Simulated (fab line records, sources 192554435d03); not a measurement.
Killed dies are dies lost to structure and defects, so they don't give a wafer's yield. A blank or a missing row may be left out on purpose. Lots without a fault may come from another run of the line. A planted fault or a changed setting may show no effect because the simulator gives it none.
Which tool did it? | flow n5_finfet | 24 lots, 72 wafers sampled, at 6 steps of a route of 1938

WHAT THE GAUGES READ, wafer by wafer
The record holds no reading of a measuring or inspecting step that can be judged against a usual standard deviation.

WHICH TOOL RAN EACH LOT (tool, then ch and the chambers of the sampled wafers, then the start)
lot  | N5_BEOL_M2_SPUTTER_88        | N5_BEOL_M2_SPUTTER_90        | N5_BEOL_M3_STRIP_19                | N5_BEOL_M3_DESCUM_33               | N5_BEOL_M3_DEGAS_44          | N5_BEOL_M3_PRE_CLEAN_45
L074 | pvd_sputter-03, day 6 18:34  | pvd_sputter-03, day 6 18:47  | rie_diel-01 ch 0,3, day 6 22:52    | rie_diel-04 ch 0,3, day 6 23:31    | pvd_sputter-02, day 7 00:59  | pvd_sputter-02, day 7 01:02
L076 | pvd_sputter-02, day 7 06:21  | pvd_sputter-02, day 7 06:34  | rie_diel-04 ch 0,1,2, day 7 10:02  | rie_diel-01 ch 0,2, day 7 10:41    | pvd_sputter-01, day 7 12:13  | pvd_sputter-01, day 7 12:15
L075 | pvd_sputter-03, day 7 08:03  | pvd_sputter-03, day 7 08:16  | rie_diel-04 ch 0,1,2, day 7 11:53  | rie_diel-01 ch 0,2,3, day 7 12:48  | pvd_sputter-01, day 7 14:15  | pvd_sputter-01, day 7 14:17
L077 | pvd_sputter-01, day 8 01:26  | pvd_sputter-01, day 8 01:39  | rie_diel-01 ch 2,3, day 8 08:21    | rie_diel-01 ch 1,3, day 8 08:52    | pvd_sputter-01, day 8 12:16  | pvd_sputter-01, day 8 12:19
L079 | pvd_sputter-02, day 8 08:48  | pvd_sputter-02, day 8 09:01  | rie_diel-02 ch 0,1,2, day 8 12:35  | rie_diel-02 ch 0,2,3, day 8 13:05  | pvd_sputter-02, day 8 17:25  | pvd_sputter-02, day 8 17:28
L078 | pvd_sputter-03, day 8 09:53  | pvd_sputter-03, day 8 10:07  | rie_diel-01 ch 0,2,3, day 8 15:05  | rie_diel-02 ch 0,2,3, day 8 15:36  | pvd_sputter-01, day 8 17:56  | pvd_sputter-01, day 8 17:58
L080 | pvd_sputter-01, day 8 13:59  | pvd_sputter-01, day 8 14:13  | rie_diel-02 ch 1,2,3, day 8 18:47  | rie_diel-04 ch 0,2, day 8 19:25    | pvd_sputter-01, day 8 20:55  | pvd_sputter-01, day 8 20:58
L081 | pvd_sputter-01, day 8 16:23  | pvd_sputter-01, day 8 16:37  | rie_diel-04 ch 2,3, day 8 20:54    | rie_diel-04 ch 0,2, day 8 21:33    | pvd_sputter-03, day 8 23:31  | pvd_sputter-03, day 8 23:34
L082 | pvd_sputter-03, day 8 16:50  | pvd_sputter-03, day 8 17:03  | rie_diel-01 ch 2,3, day 8 21:10    | rie_diel-01 ch 0,2, day 8 21:53    | pvd_sputter-02, day 9 00:20  | pvd_sputter-02, day 9 00:23
L083 | pvd_sputter-02, day 8 20:40  | pvd_sputter-02, day 8 20:53  | rie_diel-01 ch 0,2,3, day 9 01:02  | rie_diel-01 ch 0,1,3, day 9 01:32  | pvd_sputter-02, day 9 03:24  | pvd_sputter-02, day 9 03:26
L084 | pvd_sputter-01, day 8 23:48  | pvd_sputter-01, day 9 00:01  | rie_diel-04 ch 0,1,2, day 9 04:07  | rie_diel-01 ch 0,1,3, day 9 04:46  | pvd_sputter-02, day 9 06:29  | pvd_sputter-02, day 9 06:31
L085 | pvd_sputter-01, day 9 13:03  | pvd_sputter-01, day 9 13:16  | rie_diel-01 ch 0,2,3, day 9 18:28  | rie_diel-02 ch 1,2,3, day 9 18:59  | pvd_sputter-03, day 10 02:24 | pvd_sputter-03, day 10 02:26
L086 | pvd_sputter-01, day 10 01:53 | pvd_sputter-01, day 10 03:47 | rie_diel-04 ch 0,1,3, day 10 06:59 | rie_diel-02 ch 0,2,3, day 10 07:44 | pvd_sputter-01, day 10 13:06 | pvd_sputter-01, day 10 13:08
L087 | pvd_sputter-03, day 10 06:47 | pvd_sputter-03, day 10 07:00 | rie_diel-02 ch 1,2,3, day 10 11:35 | rie_diel-04 ch 1,2, day 10 12:13   | pvd_sputter-01, day 10 16:17 | pvd_sputter-01, day 10 16:19
L088 | pvd_sputter-02, day 10 10:03 | pvd_sputter-02, day 10 10:16 | rie_diel-01 ch 1,2,3, day 10 14:00 | rie_diel-01 ch 0,1,2, day 10 14:38 | pvd_sputter-01, day 10 16:22 | pvd_sputter-01, day 10 16:24
L089 | pvd_sputter-02, day 10 18:10 | pvd_sputter-02, day 10 18:23 | rie_diel-02 ch 1,2, day 10 23:06   | rie_diel-02 ch 0,1,3, day 10 23:49 | pvd_sputter-02, day 11 03:16 | pvd_sputter-02, day 11 03:19
L090 | pvd_sputter-03, day 10 20:22 | pvd_sputter-03, day 10 20:35 | rie_diel-04 ch 0,2,3, day 10 23:38 | rie_diel-04 ch 0,2,3, day 11 00:08 | pvd_sputter-01, day 11 03:41 | pvd_sputter-01, day 11 03:44
L091 | pvd_sputter-02, day 10 21:02 | pvd_sputter-02, day 10 21:16 | rie_diel-04 ch 0,1, day 11 00:19   | rie_diel-01 ch 2,3, day 11 00:50   | pvd_sputter-01, day 11 03:46 | pvd_sputter-01, day 11 03:49
L092 | pvd_sputter-03, day 11 09:17 | pvd_sputter-03, day 11 09:30 | rie_diel-04 ch 1,2,3, day 11 12:34 | rie_diel-04 ch 0,1,3, day 11 13:05 | pvd_sputter-02, day 11 14:43 | pvd_sputter-02, day 11 14:46
L093 | pvd_sputter-02, day 11 13:19 | pvd_sputter-02, day 11 13:32 | rie_diel-01 ch 0,1,3, day 11 18:55 | rie_diel-04 ch 0,1,2, day 11 19:33 | pvd_sputter-02, day 11 20:55 | pvd_sputter-02, day 11 20:57
L094 | pvd_sputter-01, day 11 22:22 | pvd_sputter-01, day 11 22:35 | rie_diel-04 ch 1,2,3, day 12 03:17 | rie_diel-02 ch 0,3, day 12 03:49   | pvd_sputter-02, day 12 06:02 | pvd_sputter-02, day 12 06:04
L095 | pvd_sputter-01, day 12 00:51 | pvd_sputter-01, day 12 01:04 | rie_diel-01 ch 1,2, day 12 04:59   | rie_diel-02 ch 0,3, day 12 06:08   | pvd_sputter-01, day 12 14:12 | pvd_sputter-01, day 12 14:14
L096 | pvd_sputter-03, day 12 02:37 | pvd_sputter-03, day 12 05:01 | rie_diel-04 ch 0,2,3, day 12 09:50 | rie_diel-02 ch 2,3, day 12 10:28   | pvd_sputter-01, day 12 19:24 | pvd_sputter-01, day 12 19:26
L097 | pvd_sputter-02, day 12 15:51 | pvd_sputter-02, day 12 16:04 | rie_diel-01 ch 0,1,2, day 12 19:46 | rie_diel-01 ch 2,3, day 12 20:24   | pvd_sputter-02, day 12 23:07 | pvd_sputter-02, day 12 23:10
- N5_BEOL_M2_SPUTTER_88: material Cu, target thk 4.5 nm, time 8.29 s.
- N5_BEOL_M2_SPUTTER_90: material Cu, target thk 4.5 nm, time 8.29 s.
- N5_BEOL_M3_STRIP_19: strips in O2.
- N5_BEOL_M3_DESCUM_33: chemistry O2, time 7 s.
- N5_BEOL_M3_DEGAS_44: time 60 s.
- N5_BEOL_M3_PRE_CLEAN_45: time 30 s.

WHAT THE TOOLS THEMSELVES READ (means of the sampled wafers that have a number; where no wafer has one, the mark that the record gives instead)
N5_BEOL_M2_SPUTTER_88.
lot  | tool           | throttle_valve_pct (%)
L074 | pvd_sputter-03 | 29.6
L076 | pvd_sputter-02 | 30.6
L075 | pvd_sputter-03 | 29.0
L077 | pvd_sputter-01 | 30.1
L079 | pvd_sputter-02 | 29.9
L078 | pvd_sputter-03 | 28.6
L080 | pvd_sputter-01 | 30.7
L081 | pvd_sputter-01 | 30.1
L082 | pvd_sputter-03 | 29.4
L083 | pvd_sputter-02 | 30.1
L084 | pvd_sputter-01 | 31.1
L085 | pvd_sputter-01 | 31.2
L086 | pvd_sputter-01 | 31.3
L087 | pvd_sputter-03 | 28.6
L088 | pvd_sputter-02 | 29.6
L089 | pvd_sputter-02 | 31.1
L090 | pvd_sputter-03 | 30.1
L091 | pvd_sputter-02 | 30.6
L092 | pvd_sputter-03 | 29.4
L093 | pvd_sputter-02 | 30.3
L094 | pvd_sputter-01 | 30.7
L095 | pvd_sputter-01 | 30.7
L096 | pvd_sputter-03 | 29.6
L097 | pvd_sputter-02 | 30.3

N5_BEOL_M2_SPUTTER_90.
lot  | tool           | throttle_valve_pct (%)
L074 | pvd_sputter-03 | 29.6
L076 | pvd_sputter-02 | 30.7
L075 | pvd_sputter-03 | 29.0
L077 | pvd_sputter-01 | 30.0
L079 | pvd_sputter-02 | 29.8
L078 | pvd_sputter-03 | 28.7
L080 | pvd_sputter-01 | 30.7
L081 | pvd_sputter-01 | 30.3
L082 | pvd_sputter-03 | 29.4
L083 | pvd_sputter-02 | 30.4
L084 | pvd_sputter-01 | 31.1
L085 | pvd_sputter-01 | 31.2
L086 | pvd_sputter-01 | 31.2
L087 | pvd_sputter-03 | 28.8
L088 | pvd_sputter-02 | 29.5
L089 | pvd_sputter-02 | 31.0
L090 | pvd_sputter-03 | 30.3
L091 | pvd_sputter-02 | 30.7
L092 | pvd_sputter-03 | 29.3
L093 | pvd_sputter-02 | 30.4
L094 | pvd_sputter-01 | 30.8
L095 | pvd_sputter-01 | 30.7
L096 | pvd_sputter-03 | 29.7
L097 | pvd_sputter-02 | 30.1

N5_BEOL_M3_STRIP_19.
lot  | tool        | chamber_pressure_mTorr (mTorr) | drypump_motor_current_A (A) | oes_product_au (a.u.) | rf_vpp_V (V) | showerhead_plenum_p_Torr (Torr) | temp_c (C) | throttle_valve_pct (%)
L074 | rie_diel-01 | 30.029                         | 5.4                         | 0.81                  | 3.6          | 2.21                            | 40.08      | 16.62
L076 | rie_diel-04 | 29.985                         | 5.1                         | 0.87                  | 3.5          | 2.14                            | 40.00      | 16.46
L075 | rie_diel-04 | 29.993                         | 5.1                         | 0.86                  | 3.6          | 2.14                            | 40.02      | 16.46
L077 | rie_diel-01 | 29.974                         | 5.6                         | 0.70                  | 3.4          | 2.14                            | 40.03      | 16.69
L079 | rie_diel-02 | 29.970                         | 5.7                         | 0.72                  | 3.7          | 2.13                            | 40.06      | 16.63
L078 | rie_diel-01 | 30.000                         | 5.5                         | 0.74                  | 3.4          | 2.16                            | 40.00      | 16.71
L080 | rie_diel-02 | 30.006                         | 5.2                         | 0.78                  | 3.7          | 2.10                            | 40.00      | 16.66
L081 | rie_diel-04 | 30.022                         | 5.5                         | 0.77                  | 3.7          | 2.07                            | 40.11      | 16.87
L082 | rie_diel-01 | 29.985                         | 5.5                         | 0.71                  | 3.7          | 2.11                            | 40.03      | 16.78
L083 | rie_diel-01 | 29.997                         | 5.5                         | 0.74                  | 3.2          | 2.16                            | 39.90      | 16.71
L084 | rie_diel-04 | 29.999                         | 5.1                         | 0.95                  | 3.6          | 2.14                            | 40.06      | 16.34
L085 | rie_diel-01 | 29.995                         | 5.5                         | 0.73                  | 3.5          | 2.15                            | 39.99      | 16.72
L086 | rie_diel-04 | 30.009                         | 5.5                         | 0.85                  | 4.1          | 2.06                            | 39.90      | 16.58
L087 | rie_diel-02 | 30.012                         | 5.2                         | 0.76                  | 4.2          | 2.09                            | 39.99      | 16.68
L088 | rie_diel-01 | 29.986                         | 5.7                         | 0.78                  | 4.3          | 2.10                            | 39.98      | 16.56
L089 | rie_diel-02 | 29.993                         | 5.4                         | 0.73                  | 3.7          | 2.14                            | 40.04      | 16.76
L090 | rie_diel-04 | 29.987                         | 5.4                         | 0.82                  | 3.5          | 2.09                            | 39.91      | 16.67
L091 | rie_diel-04 | 30.017                         | 5.2                         | 0.95                  | 3.2          | 2.11                            | 39.93      | 16.27
L092 | rie_diel-04 | 30.017                         | 5.2                         | 0.83                  | 3.5          | 2.11                            | 39.88      | 16.58
L093 | rie_diel-01 | 29.990                         | 5.7                         | 0.81                  | 3.8          | 2.14                            | 40.02      | 16.51
L094 | rie_diel-04 | 30.003                         | 5.2                         | 0.83                  | 3.9          | 2.11                            | 40.02      | 16.59
L095 | rie_diel-01 | 30.015                         | 5.6                         | 0.77                  | 3.7          | 2.07                            | 40.00      | 16.65
L096 | rie_diel-04 | 29.988                         | 5.3                         | 0.80                  | 3.7          | 2.08                            | 40.00      | 16.69
L097 | rie_diel-01 | 30.018                         | 5.6                         | 0.80                  | 4.2          | 2.11                            | 40.14      | 16.59

N5_BEOL_M3_DESCUM_33.
lot  | tool        | chamber_pressure_mTorr (mTorr) | drypump_motor_current_A (A) | oes_product_au (a.u.) | rf_vpp_V (V) | showerhead_plenum_p_Torr (Torr) | temp_c (C) | throttle_valve_pct (%)
L074 | rie_diel-04 | 20.018                         | 5.6                         | 0.90                  | 241.1        | 2.04                            | 39.95      | 20.43
L076 | rie_diel-01 | 20.016                         | 5.4                         | 0.76                  | 243.3        | 2.13                            | 40.03      | 20.50
L075 | rie_diel-01 | 19.995                         | 5.5                         | 0.75                  | 243.4        | 2.16                            | 39.97      | 20.42
L077 | rie_diel-01 | 20.020                         | 5.9                         | 0.90                  | 243.5        | 2.09                            | 40.01      | 20.00
L079 | rie_diel-02 | 20.004                         | 5.5                         | 0.76                  | 243.3        | 2.08                            | 39.97      | 20.31
L078 | rie_diel-02 | 19.997                         | 5.5                         | 0.76                  | 243.6        | 2.08                            | 40.12      | 20.31
L080 | rie_diel-04 | 19.993                         | 4.9                         | 0.91                  | 244.0        | 2.16                            | 40.07      | 20.19
L081 | rie_diel-04 | 19.999                         | 4.9                         | 0.91                  | 243.9        | 2.16                            | 40.03      | 20.19
L082 | rie_diel-01 | 20.017                         | 5.3                         | 0.78                  | 244.1        | 2.17                            | 40.02      | 20.49
L083 | rie_diel-01 | 19.993                         | 5.7                         | 0.83                  | 243.8        | 2.14                            | 39.89      | 20.21
L084 | rie_diel-01 | 20.014                         | 5.6                         | 0.84                  | 244.1        | 2.14                            | 39.90      | 20.21
L085 | rie_diel-02 | 19.993                         | 5.2                         | 0.77                  | 243.3        | 2.09                            | 40.06      | 20.42
L086 | rie_diel-02 | 20.005                         | 5.6                         | 0.83                  | 242.5        | 2.08                            | 40.09      | 20.16
L087 | rie_diel-04 | 20.010                         | 5.0                         | 0.95                  | 244.0        | 2.15                            | 40.03      | 20.00
L088 | rie_diel-01 | 20.002                         | 5.6                         | 0.82                  | 243.8        | 2.11                            | 40.10      | 20.31
L089 | rie_diel-02 | 20.007                         | 5.7                         | 0.84                  | 243.4        | 2.11                            | 40.05      | 20.24
L090 | rie_diel-04 | 20.012                         | 5.3                         | 0.82                  | 242.6        | 2.08                            | 39.99      | 20.44
L091 | rie_diel-01 | 20.003                         | 5.5                         | 0.70                  | 243.0        | 2.10                            | 40.06      | 20.51
L092 | rie_diel-04 | 19.988                         | 5.5                         | 0.84                  | 243.4        | 2.05                            | 40.06      | 20.37
L093 | rie_diel-04 | 20.011                         | 5.1                         | 0.90                  | 244.2        | 2.12                            | 40.08      | 20.14
L094 | rie_diel-02 | 19.998                         | 5.5                         | 0.86                  | 242.4        | 2.06                            | 39.98      | 20.21
L095 | rie_diel-02 | 20.003                         | 6.0                         | 0.89                  | 243.6        | 2.10                            | 40.00      | 20.00
L096 | rie_diel-02 | 19.999                         | 5.0                         | 0.78                  | 242.2        | 2.04                            | 39.89      | 20.40
L097 | rie_diel-01 | 19.984                         | 5.6                         | 0.68                  | 243.5        | 2.12                            | 39.99      | 20.44

N5_BEOL_M3_DEGAS_44.
lot  | tool           | heater_power_w (W)
L074 | pvd_sputter-02 | 362
L076 | pvd_sputter-01 | 365
L075 | pvd_sputter-01 | 417
L077 | pvd_sputter-01 | 363
L079 | pvd_sputter-02 | 376
L078 | pvd_sputter-01 | 372
L080 | pvd_sputter-01 | 368
L081 | pvd_sputter-03 | 357
L082 | pvd_sputter-02 | 345
L083 | pvd_sputter-02 | 397
L084 | pvd_sputter-02 | 371
L085 | pvd_sputter-03 | 348
L086 | pvd_sputter-01 | 373
L087 | pvd_sputter-01 | 394
L088 | pvd_sputter-01 | 366
L089 | pvd_sputter-02 | 427
L090 | pvd_sputter-01 | 387
L091 | pvd_sputter-01 | 367
L092 | pvd_sputter-02 | 345
L093 | pvd_sputter-02 | 424
L094 | pvd_sputter-02 | 377
L095 | pvd_sputter-01 | 374
L096 | pvd_sputter-01 | 365
L097 | pvd_sputter-02 | 398

N5_BEOL_M3_PRE_CLEAN_45.
lot  | tool           | heater_power_w (W)
L074 | pvd_sputter-02 | 358
L076 | pvd_sputter-01 | 367
L075 | pvd_sputter-01 | 421
L077 | pvd_sputter-01 | 357
L079 | pvd_sputter-02 | 379
L078 | pvd_sputter-01 | 369
L080 | pvd_sputter-01 | 375
L081 | pvd_sputter-03 | 355
L082 | pvd_sputter-02 | 341
L083 | pvd_sputter-02 | 406
L084 | pvd_sputter-02 | 374
L085 | pvd_sputter-03 | 346
L086 | pvd_sputter-01 | 363
L087 | pvd_sputter-01 | 397
L088 | pvd_sputter-01 | 366
L089 | pvd_sputter-02 | 424
L090 | pvd_sputter-01 | 392
L091 | pvd_sputter-01 | 367
L092 | pvd_sputter-02 | 349
L093 | pvd_sputter-02 | 427
L094 | pvd_sputter-02 | 380
L095 | pvd_sputter-01 | 368
L096 | pvd_sputter-01 | 369
L097 | pvd_sputter-02 | 389

THE ANSWER, worked out from the rows above alone
Rule: what is usual is taken from the lots themselves. Put in order of their means at a reading, lots are off if they are a third of the lots or fewer, leave a main group of 4 or more, and stand apart from it by a gap of 3 or more times the standard deviation of the main group's means; of several such gaps the widest counts. A main group whose means are all the same, to the digits that the tables above print for the reading, isn't used. A lot without any number at a reading at which 4 lots or more have one is off too. The other lots that the step has rows for count as sound. The gauges are gone through in route order, then the tools' own readings, and for those a lot's mean is taken as printed above. The first step at which some lot is off is used, and at that step the reading that is off furthest; a lot without a number counts as furthest.
No lot is off at any reading shown: from this, nothing can be told.

WHAT THE SIMULATOR HAD PUT IN
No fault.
